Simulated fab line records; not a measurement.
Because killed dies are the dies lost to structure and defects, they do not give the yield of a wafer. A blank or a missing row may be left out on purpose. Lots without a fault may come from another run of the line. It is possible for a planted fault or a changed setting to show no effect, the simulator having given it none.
Lot-split experiment ; flow n5-finfet ; 39 wafers read across 7 lots, on a route 1938 steps long

== ABOUT THE SPLIT ==
At N5_BEOL_M9_VIA_ETCH_34 (etches SiCOH lowk in C4F6/O2, target depth 182.4 nm, time 68.4 s), the setting target-depth-a was moved away from the recipe's 1824 angstrom on 12 of the 39 wafers read, by -39.2% to +28.7%. All remaining wafers had this setting at the recipe value.

The reading comes from the split's own step.

== THE READING ==
SOC_of_BEOL_M9_COAT_63.thk-nm (the simulator's own value, which no gauge read), in nm, at N5_BEOL_M9_VIA_ETCH_34 (etches SiCOH lowk in C4F6/O2, target depth 182.4 nm, time 68.4 s). No usual value for it is given in the file. Average 51.2 nm, standard deviation 0.27 nm, over the 27 wafers here run with the recipe.

wafer;tool, chamber at the split;target-depth-a as run, angstrom;against the recipe;SOC_of_BEOL_M9_COAT_63.thk-nm, nm;against lot-mates on the recipe
L074.1;rie-diel-03, 1;1824;recipe;50.6;-
L074.4;rie-diel-03, 0;1824;recipe;51;-
L074.5;rie-diel-03, 2;1824;recipe;50.8;-
L075.1;rie-diel-03, 2;1824;recipe;51.2;-
L075.2;rie-diel-03, 0;1824;recipe;51.2;-
L075.3;rie-diel-03, 3,0;1824;recipe;51.4;-
L075.5;rie-diel-03, 3,0;1824;recipe;51.4;-
L075.4;rie-diel-03, 1;1824;recipe;51;-
L075.6;rie-diel-03, 3;1824;recipe;51.4;-
L079.1;rie-diel-04, 3;2347;+28.7%;48.4;-2.8
L079.2;rie-diel-04, 0;2347;+28.7%;48;-3.2
L079.3;rie-diel-04, 2;1824;recipe;51;-
L079.4;rie-diel-04, 1;1824;recipe;51.4;-
L079.5;rie-diel-04, 2;1824;recipe;51.2;-
L079.6;rie-diel-04, 1;2347;+28.7%;48.4;-2.8
L080.1;rie-diel-05, 3;1824;recipe;51.4;-
L080.2;rie-diel-05, 0;1109;-39.2%;55;+3.4
L080.3;rie-diel-05, 1;1824;recipe;51.6;-
L080.4;rie-diel-05, 2;1824;recipe;51.8;-
L080.5;rie-diel-05, 0;1109;-39.2%;55;+3.4
L080.6;rie-diel-05, 1;1109;-39.2%;55;+3.4
L083.1;rie-diel-04, 2;1824;recipe;51.2;-
L083.2;rie-diel-04, 1;2168;+18.9%;49.2;-1.9
L083.3;rie-diel-04, 0;1824;recipe;51;-
L083.4;rie-diel-04, 3;1824;recipe;51;-
L083.5;rie-diel-04, 0;2168;+18.9%;49;-2.1
L083.6;rie-diel-04, 1;2168;+18.9%;49.2;-1.9
L086.1;rie-diel-04, 0;1824;recipe;51;-
L086.2;rie-diel-04, 1;1824;recipe;51.2;-
L086.3;rie-diel-04, 3;1824;recipe;51.4;-
L086.4;rie-diel-04, 2;1824;recipe;51;-
L086.5;rie-diel-04, 2;1824;recipe;51.4;-
L086.6;rie-diel-04, 1;1824;recipe;51;-
L089.1;rie-diel-03, 3;2139;+17.3%;49.4;-1.5
L089.2;rie-diel-03, 1;1824;recipe;50.6;-
L089.3;rie-diel-03, 2;2139;+17.3%;49.4;-1.5
L089.4;rie-diel-03, 0;2139;+17.3%;49.4;-1.5
L089.5;rie-diel-03, 0;1824;recipe;51;-
L089.6;rie-diel-03, 3;1824;recipe;51;-
If several chambers appear in one row, that row covers several wafers at once and the file leaves open which wafer was in which chamber.

FIT RESULTS
A straight line over all 39 wafers: SOC_of_BEOL_M9_COAT_63.thk-nm changes by -0.1 nm for each +1% of target-depth-a; r = -0.99; the points scatter about the line by 0.24 nm.
The same after taking each lot's own level away (the mean of its wafers on the recipe; 39 wafers): -0.0923 nm for each +1%; r = -0.99; scatter 0.19 nm.
On that fit, the largest move of target-depth-a shifts the reading by 3.6 nm.
The span of the lots' own levels, 50.80 to 51.60 nm, comes to 2.9 times the standard deviation stated above.
The two slopes are in agreement: the lot-to-lot level therefore moves the slope only a little.
Check: +3.62 nm against its lot-mates is what the line predicts for one of the wafers moved furthest among these (-39.2%) when that wafer is left out of the fit. It came out at +3.4 nm against them.

== OTHER SPLITS ON THESE WAFERS ==
Before the reading, these wafers also passed through other splits. Each is held against what the fit with the lots' levels taken away leaves over:
other split on the same wafers;wafers away from the commonest value;r with SOC_of_BEOL_M9_COAT_63.thk-nm (lot level and that fit taken away)
N5_BEOL_M1_ILD_DEP_00 target-thk-a;15;+0.19
N5_BEOL_M6_ALD_77 ald-cycles;18;+0.09

== THE WHOLE CHAIN: every reading that the file lists as answering this split, in the file's order ==
step;what it does;reading;change (the file's fit);r (the file's)
N5_BEOL_M9_VIA_ETCH_34;etches SiCOH lowk in C4F6/O2, target depth 182.4 nm, time 68.4 s;etch.depth-nm (the simulator's own value, which no gauge read);+1.83 nm for each +1% of the setting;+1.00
N5_BEOL_M9_VIA_ETCH_34;etches SiCOH lowk in C4F6/O2, target depth 182.4 nm, time 68.4 s;SOC_of_BEOL_M9_COAT_63.thk-nm (the simulator's own value, which no gauge read);-0.0927 nm for each +1% of the setting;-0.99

== FILE'S OWN FIT ==
SOC_of_BEOL_M9_COAT_63.thk-nm changes by -0.0927 nm for each +1% of target-depth-a, r = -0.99.
